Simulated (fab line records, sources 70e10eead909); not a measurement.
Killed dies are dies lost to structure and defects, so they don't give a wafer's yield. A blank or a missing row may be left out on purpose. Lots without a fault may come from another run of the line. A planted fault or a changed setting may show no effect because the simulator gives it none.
Tool commonality check | flow nand_harc | 14 lots, 48 wafers sampled

WHY IT WAS OPENED
At NHARC_A_ONON_D2_THK_MEAS_08 the reading thk_nm is flagged on 2 of 14 lots. Wafers without a fault read 997 nm, standard deviation 12.
Rule: a lot is flagged when every wafer of it that has a number lies more than 4 standard deviations from that mean, or none has a number. The other lots count as sound.

lot  | measured     | on            | thk_nm (nm), wafer by wafer   | flag
L105 | day 12 21:08 | film_metro-02 | 987 983 986                   |
L107 | day 13 08:41 | film_metro-02 | 1024 1024 1024                |
L106 | day 13 08:41 | film_metro-01 | 1005 1004 1004                |
L112 | day 15 21:14 | film_metro-02 | 1560 1562 1558 1560 1560 1557 | FLAGGED
L113 | day 16 03:01 | film_metro-01 | 1538 1538 1538 1537 1537 1539 | FLAGGED
L121 | day 19 08:19 | film_metro-02 | 993 992 991                   |
L119 | day 19 08:19 | film_metro-01 | 987 984 985                   |
L122 | day 19 12:04 | film_metro-02 | 1003 1003 1002                |
L123 | day 19 20:44 | film_metro-01 | 998 999 999                   |
L124 | day 20 20:07 | film_metro-02 | 975 973 974                   |
L125 | day 21 02:01 | film_metro-02 | 999 999 1000                  |
L126 | day 21 15:34 | film_metro-01 | 976 977 975                   |
L127 | day 21 15:34 | film_metro-02 | 1007 1009 1010                |
L128 | day 22 02:07 | film_metro-02 | 994 994 994                   |
The numbers of the flagged lots are 1549 nm on average: +552 nm against the usual, or +46 standard deviations.

WHICH TOOL RAN EACH LOT
The record holds 1 process step before the reading, out of a route of 1302 steps. In each cell: the tool, then ch and the chambers that the sampled wafers went through, then the start.
lot  | flag    | NHARC_A_ONON_D2_DEP_06
L105 |         | pecvd_onon-02 ch 0, day 12 20:36
L107 |         | pecvd_onon-02 ch 0, day 13 08:20
L106 |         | pecvd_onon-03 ch 0, day 13 08:17
L112 | FLAGGED | pecvd_onon-02 ch 0, day 15 20:43
L113 | FLAGGED | pecvd_onon-02 ch 0, day 16 02:30
L121 |         | pecvd_onon-01 ch 0, day 19 07:48
L119 |         | pecvd_onon-02 ch 0, day 19 07:58
L122 |         | pecvd_onon-03 ch 0, day 19 11:34
L123 |         | pecvd_onon-03 ch 0, day 19 20:14
L124 |         | pecvd_onon-03 ch 0, day 20 19:39
L125 |         | pecvd_onon-01 ch 0, day 21 01:34
L126 |         | pecvd_onon-02 ch 0, day 21 15:03
L127 |         | pecvd_onon-03 ch 0, day 21 15:07
L128 |         | pecvd_onon-03 ch 0, day 22 01:35
What these steps do:
- NHARC_A_ONON_D2_DEP_06: target thk 1000 nm.
- NHARC_A_ONON_D2_THK_MEAS_08: measures by ellipsometry.

FLAGGED OVER TOTAL, TOOL BY TOOL (the gauges that took the reading come last)
step                        | tool          | lots run | flagged | share of the flagged lots | sound lots run after its first flagged lot
NHARC_A_ONON_D2_DEP_06      | pecvd_onon-01 | 2        | 0       | none                      | -
NHARC_A_ONON_D2_DEP_06      | pecvd_onon-02 | 6        | 2       | all                       | 2 (L119,L126)
NHARC_A_ONON_D2_DEP_06      | pecvd_onon-03 | 6        | 0       | none                      | -
NHARC_A_ONON_D2_THK_MEAS_08 | film_metro-01 | 5        | 1       | some                      | 3 (L119,L123,L126)
NHARC_A_ONON_D2_THK_MEAS_08 | film_metro-02 | 9        | 1       | some                      | 6 (L121,L122,L124,L125,L127,L128)

WHAT THE TABLE ALLOWS
1 row of the table ran every flagged lot: pecvd_onon-02 at NHARC_A_ONON_D2_DEP_06.
- pecvd_onon-02 at NHARC_A_ONON_D2_DEP_06: 2 of its 6 lots flagged. Sound lots ran on it after the first flagged one (L119, L126), which a lasting fault on the whole tool wouldn't allow.
No row of the table ran every flagged lot and no sound lot after the first.

WHAT THE SIMULATOR HAD PUT IN
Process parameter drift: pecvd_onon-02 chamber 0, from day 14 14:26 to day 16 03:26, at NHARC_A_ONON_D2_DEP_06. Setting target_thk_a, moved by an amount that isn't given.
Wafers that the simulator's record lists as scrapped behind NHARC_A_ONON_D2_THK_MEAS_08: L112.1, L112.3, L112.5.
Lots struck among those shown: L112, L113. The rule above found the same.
